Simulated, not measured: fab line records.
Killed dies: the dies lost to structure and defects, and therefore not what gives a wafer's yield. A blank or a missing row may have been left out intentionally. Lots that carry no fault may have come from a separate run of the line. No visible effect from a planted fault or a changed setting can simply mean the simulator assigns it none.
A struck lot beside a sound one	flow n5 finfet	38 out of 1938 route steps
Sound: the wafers L649.2, L649.3, L649.5. Wafers L647.1, L647.2, L647.5 were the ones struck. The cause is given at the end.
Per side, at each step with rows, come the tool, then ch with its chambers, and then its first start. Under that, the readings that differ: sound wafers	struck wafers	difference of the means	sigmas: that difference in standard deviations of wafers without a fault.
alike: readings whose means differ by less than 2 such deviations, and words and numbers that are the same on both sides. not compared: withheld readings, readings that some wafer has no value for, bounds like >300 that may hide the same value, and numbers for which the record gives no deviation and whose values overlap.
Wherever a step has rows on one side only, a row that says differs or no value, or a row with sigmas, the two part there. Numbers that have no deviation but don't overlap get no sigmas and don't part them. Lack of a reading on every wafer of one side parts them only where that side has two or more wafers.

first, 9 steps without rows for these wafers: N5_BEOL_M4_ANNEAL_95 (time 240 s); N5_BEOL_M4_SPUTTER_96 (material Cu, target thk 4.5 nm, time 8.29 s); N5_BEOL_M4_ECD_50 (material Cu, target thk 300 nm); N5_BEOL_M4_ANNEAL_51 (time 90 s); N5_BEOL_M4_CMP_52 (polishes, stops on SiOC, t overpolish 6.8 s, target thk 40 nm); N5_BEOL_M4_PRE_CLEAN_60 (time 15 s); N5_BEOL_M4_CO_CAP_55 (material Co, precursor CCTBA/H2, target thk 2 nm, time 102.1 s); N5_BEOL_M4_PRE_CLEAN_56 (time 15 s); N5_BEOL_M4_DEP_57 (deposits SiCN from 3MS/NH3, target thk 8 nm, time 14 s).
N5_BEOL_M4_RC_MEAS_101:
  sound on prober-01 ch 0, day 12 19:18; struck on prober-02 ch 0, day 11 06:25
  alike: DIBL_N, DIBL_P, IOFF_N, IOFF_P, ION_N, ION_P, SS_N, SS_P, VT_N, VT_P
then, 24 steps without rows for these wafers: N5_BEOL_M5_ILD_DEP_00 (deposits SiCOH lowk from DEMS/porogen, target thk 140.64 nm, time 25.9 s); N5_BEOL_M5_CURE_79 (cures SiCOH lowk, time 240 s); N5_BEOL_M5_PECVD_70 (deposits SiO2 from TEOS/O2, target thk 16 nm, time 18 s); N5_BEOL_M5_HM_DEP_02 (deposits TiN, target thk 20 nm); N5_BEOL_M5_COAT_59 (time 60 s, resist thk 60 nm); N5_BEOL_M5_COAT_60 (time 60 s, resist thk 12 nm); N5_BEOL_M5_COAT_71 (time 60 s, resist thk 5 nm); N5_BEOL_M5_COAT_05 (resist thk 30 nm); N5_BEOL_M5_EBR_07; N5_BEOL_M5_SOFTBAKE_06 (time 60 s); N5_BEOL_M5_EXPOSE_08 (exposes mask M5, target cd 28 nm); N5_BEOL_M5_PEB_09 (peb time 60 s); N5_BEOL_M5_DEVELOP_10 (develop time 30 s); N5_BEOL_M5_DESCUM_16 (chemistry O2, time 7 s); N5_BEOL_M5_ETCH_72 (etches underlayer in N2/H2, target depth 6.5 nm, time 5.2 s); N5_BEOL_M5_ETCH_61 (etches SiARC in CF4, target depth 15.6 nm, time 26 s); N5_BEOL_M5_ETCH_62 (etches SOC in N2/H2, target depth 75 nm, overetch 15 nm, time 112.5 s); N5_BEOL_M5_STRIP_63 (strips in N2/H2); N5_BEOL_M5_STRIP_73 (strips in N2/H2); N5_BEOL_M5_STRIP_64 (strips in CF4); N5_BEOL_M5_HM_OPEN_17 (chemistry Cl2/BCl3, target TiN, target depth 20 nm, overetch 6 nm); N5_BEOL_M5_STRIP_19 (strips in O2); N5_BEOL_M5_COAT_65 (time 60 s, resist thk 60 nm); N5_BEOL_M5_COAT_66 (time 60 s, resist thk 12 nm).
N5_BEOL_M6_TRENCH_ETCH_37: etches SiCOH lowk in C4F6/O2, target depth 94.435 nm, time 31.5 s.
  sound on rie diel-01 ch 1,2,3, day 13 12:55; struck on rie diel-01 ch 0,1,2, day 12 01:20
  no value came back on the struck wafers for any of 7 readings (C4F6_flow_sccm (sccm), O2_flow_sccm (sccm) and others); on the sound wafers C4F6_flow_sccm (sccm) reads 10.002 10.003 9.966
reading	sound	struck	difference	sigmas
model.TiN_of_BEOL_M6_HM_DEP_02.thk nm (nm)	17.2 17.2 17.2	19.6 19.6 19.6	+2.4	
  not compared: rf hours counter h
N5_BEOL_M6_OCD_MEAS_38:
  sound on ocd-02 at day 13 13:05; struck on ocd-02 at day 12 01:30
reading	sound	struck	difference	sigmas
trench depth nm (nm)	92.5 91.6 94.2	0 0 0.0	-93	-84
N5_BEOL_M6_CMP_52: polishes, stops on SiCOH lowk, t overpolish 6.9 s, target thk 80 nm.
  sound on cmp-02 ch 2,3, day 13 15:07; struck on cmp-02 ch 0,2,3, day 12 03:29
reading	sound	struck	difference	sigmas
model.Cu_of_BEOL_M6_ECD_50.thk nm (nm)	78.2 77.4 79.4	0.6 2 0.4	-77.3	
  alike: edge zone pressure frac, motor current A, slurry flow ml min
-- record jumps: 4 days separate the struck wafers' starts on either side; left off in module BEOL_M6, taken up again in module PASSIVATION, whose first shown step is the route's number 1936 --
N5_PASSIVATION_PROBE_49:
  sound on prober-02 at day 16 21:35; struck on prober-02 at day 15 20:25
reading	sound	struck	difference	sigmas
defect limited yield (%)	89.7	0 0 0	-90	-64
killed_at_M4_up	8	1103 1112 1096	+1096	+99 or more
killed at front end	78	30 27 39	-46	-5
killed at other	0	9 8 2	+6	+3
killed dies	121	1180 1180 1180	+1059	+62
killed on rim	19	152 152 152	+133	+34
killed open	85	59 47 62	-29	-2
sort_bin_5_function (%)	5.3	97.1 97.2 95.8	+91.4	+98
sort n pass	1059	0 0 0	-1059	-62
sort yield pct (%)	89.7	0 0 0	-90	-64
  alike: killed_at_M0_to_M3, killed at contacts, killed short, sort_bin_6_memory

WHERE THEY PART
At N5_BEOL_M6_TRENCH_ETCH_37 first; at N5_PASSIVATION_PROBE_49 last (within this record only).

WHY: what had been put in by the simulator
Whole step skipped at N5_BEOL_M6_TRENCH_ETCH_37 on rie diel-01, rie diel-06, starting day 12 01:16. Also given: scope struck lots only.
